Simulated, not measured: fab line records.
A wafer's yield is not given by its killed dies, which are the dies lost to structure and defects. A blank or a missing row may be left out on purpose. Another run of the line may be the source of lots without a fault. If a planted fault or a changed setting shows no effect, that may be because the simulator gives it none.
A struck lot beside a sound one ; flow n5-finfet ; 33 steps out of a route of 1938
Sound: these wafers, L388.3, L388.5, L388.6. The struck wafers were L379.2, L379.3, L379.5. The cause comes at the end.
Order at every step that has rows: each side's tool, ch and its chambers, its first start. Under that, the readings that differ: sound wafers ; struck wafers ; difference of the means ; sigmas: that difference in standard deviations of wafers without a fault.
alike: readings with means less than 2 such deviations apart, plus words and numbers identical on both sides. not compared: withheld readings, readings lacking a value on some wafer, bounds such as >300 that could conceal the same value, and numbers that have no deviation in the record and whose values overlap.
The two part at a step that has a row with sigmas, a row that says differs or no value, or rows on one side only. Numbers that have no deviation but don't overlap get no sigmas and don't part them. A reading that every wafer of one side lacks parts them only if that side has two wafers or more.

N5_BEOL_M11_ALD_74: deposits TaN, target thk 2 nm, pulse time 2 s, purge time 3 s.
  sound on ald-metal-03 ch 0,1,2, day 18 15:01; struck on ald-metal-01 ch 1,3, day 15 17:44
  alike: heater-power-w
then, 2 steps without rows for these wafers: N5_BEOL_M11_SURFACE_TREAT_76; N5_BEOL_M11_CVD_75 (deposits Co from CCTBA/H2, target thk 2 nm, time 138.9 s).
N5_BEOL_M11_SPUTTER_48: material Cu, target thk 12 nm, time 2 s.
  sound on pvd-sputter-03, day 18 15:37; struck on pvd-sputter-02, day 15 18:18
  alike: chuck-gas-flow-sccm, throttle-valve-pct
then, 1 step without rows for these wafers: N5_BEOL_M11_ECD_50 (material Cu, target thk 318 nm).
N5_BEOL_M11_ANNEAL_51: time 90 s.
  sound on rtp-anneal-01 ch 0, day 18 15:55; struck on rtp-anneal-02 ch 0, day 15 18:44
  alike: wafer_temp_C_max
then, 1 step without rows for these wafers: N5_BEOL_M11_CMP_52 (polishes, stops on SiCOH lowk, t overpolish 7 s, target thk 140 nm).
N5_BEOL_M11_THK_MEAS_53: measures by xrf.
  sound on film-metro-02, day 18 16:26; struck on film-metro-01, day 15 19:17
  alike: M11_THK
then, 1 step without rows for these wafers: N5_BEOL_M11_PRE_CLEAN_55 (time 15 s).
N5_BEOL_M11_DEP_56: deposits SiCN from 3MS/NH3, target thk 30 nm, time 10.5 s.
  sound on pecvd-02 ch 0,1,2, day 18 16:30; struck on pecvd-02 ch 0,1,2, day 15 19:21
  alike: chamber-pressure-Torr, rf-fwd-power-W, showerhead-plenum-p-Torr, throttle-valve-pct
N5_BEOL_M11_RS_MEAS_57: measurement is done with a four-point probe.
  sound on film-metro-02, day 18 16:34; struck on film-metro-01, day 15 19:25
  alike: M11_RS
N5_BEOL_M11_INSPECT_58: inspects for defects (darkfield).
  sound on defect-inspect-02, day 18 16:35; struck on defect-inspect-01, day 15 19:26
  alike: raw-defect-count
N5_BEOL_M12_ILD_DEP_00: deposits SiOC from DEMS/O2, target thk 658.92 nm, time 130.7 s.
  sound on pecvd-01 ch 0,1,2, day 18 16:37; struck on pecvd-01 ch 0,2, day 15 19:29
  no value came back on the struck wafers for any of 5 readings (chamber-pressure-Torr (Torr), heater-power-outer-w (W) and others); on the sound wafers chamber-pressure-Torr (Torr) reads 5.008 4.990 4.995
then, 8 steps without rows for these wafers: N5_BEOL_M12_COAT_58 (time 60 s, resist thk 89 nm); N5_BEOL_M12_COAT_04 (resist thk 400 nm); N5_BEOL_M12_EBR_06; N5_BEOL_M12_SOFTBAKE_05 (time 60 s); N5_BEOL_M12_EXPOSE_07 (exposes mask V11); N5_BEOL_M12_PEB_08 (peb time 90 s); N5_BEOL_M12_DEVELOP_09 (develop time 45 s); N5_BEOL_M12_HARDBAKE_14 (time 120 s).
N5_BEOL_M12_CD_MEAS_10: target cd 140 nm.
  sound on cd-sem-03 ch 0, day 18 17:11; struck on cd-sem-02 ch 0, day 15 19:55
  alike: cd-nm
N5_BEOL_M12_OVL_MEAS_11:
  sound on overlay-02 ch 0, day 18 17:13; struck on overlay-01 ch 0, day 15 19:57
  alike: V11_OVL
N5_BEOL_M12_INSPECT_12: inspects for defects (macro).
  sound on defect-inspect-02, day 18 17:14; struck on defect-inspect-01, day 15 19:58
  alike: raw-defect-count
then, 2 steps without rows for these wafers: N5_BEOL_M12_DESCUM_15 (chemistry O2, time 7.9 s); N5_BEOL_M12_ETCH_59 (etches BARC in N2/H2, target depth 89 nm, overetch 26.7 nm, time 67.9 s).
N5_BEOL_M12_VIA_ETCH_16: etches SiOC in C4F8/O2/Ar, target depth 724.8 nm.
  sound on rie-diel-04 ch 0,1,3, day 18 17:22; struck on rie-diel-01 ch 0,2,3, day 15 20:07
reading;sound;struck;difference;sigmas
oes-product-au (a.u.);0.87 0.65 0.72;0.30 0.29 0.27;-0.46;-8
model.etch.depth-nm (nm);651.3 668.5 671;0 0 0;-664;
model.coat_of_BEOL_M12_COAT_04.thk-nm (nm);125.8 121 119;315 312.2 313.4;+192;
  alike: drypump-motor-current-A, rf-vpp-V, showerhead-plenum-p-Torr, throttle-valve-pct
N5_BEOL_M12_STRIP_63: strips in N2/H2.
  sound on plasma-asher-01 ch 0,1, day 18 17:35; struck on plasma-asher-02 ch 0,1, day 15 20:19
reading;sound;struck;difference;sigmas
oes-product-au (a.u.);0.694 0.686 0.694;0.861 0.861 0.865;+0.171;+32
strip-time-to-endpoint-s (s);43.2 42.0 41.4;91.8 91.1 91.4;+49.2;+61
  alike: drypump-motor-current-A, heater-power-w, temp-c
  not compared: rf-hours-counter-h
N5_BEOL_M12_STRIP_64: strips in N2/H2.
  sound on plasma-asher-01 ch 0,1, day 18 17:38; struck on plasma-asher-02 ch 0,1, day 15 20:23
  alike: drypump-motor-current-A, heater-power-w, oes-product-au, strip-time-to-endpoint-s, temp-c
  not compared: rf-hours-counter-h
then, 2 steps without rows for these wafers: N5_BEOL_M12_STRIP_71 (strips in post etch residue remover, time 60 s); N5_BEOL_M12_SRD_72 (time 30 s, dry time 30 s).
N5_BEOL_M12_CD_MEAS_17: target cd 140 nm.
  sound on cd-sem-02, day 18 17:46; struck on cd-sem-03, day 15 20:32
reading;sound;struck;difference;sigmas
cd-nm (nm);142.3 142.2 143.0;- - -;no value on the struck wafers;
then, 1 step without rows for these wafers: N5_BEOL_M12_COAT_65 (time 60 s, resist thk 300 nm).

## WHERE THEY PART
Last at N5_BEOL_M12_CD_MEAS_17 as far as this record goes, first at N5_BEOL_M12_ILD_DEP_00.

WHY: what the simulator had put in
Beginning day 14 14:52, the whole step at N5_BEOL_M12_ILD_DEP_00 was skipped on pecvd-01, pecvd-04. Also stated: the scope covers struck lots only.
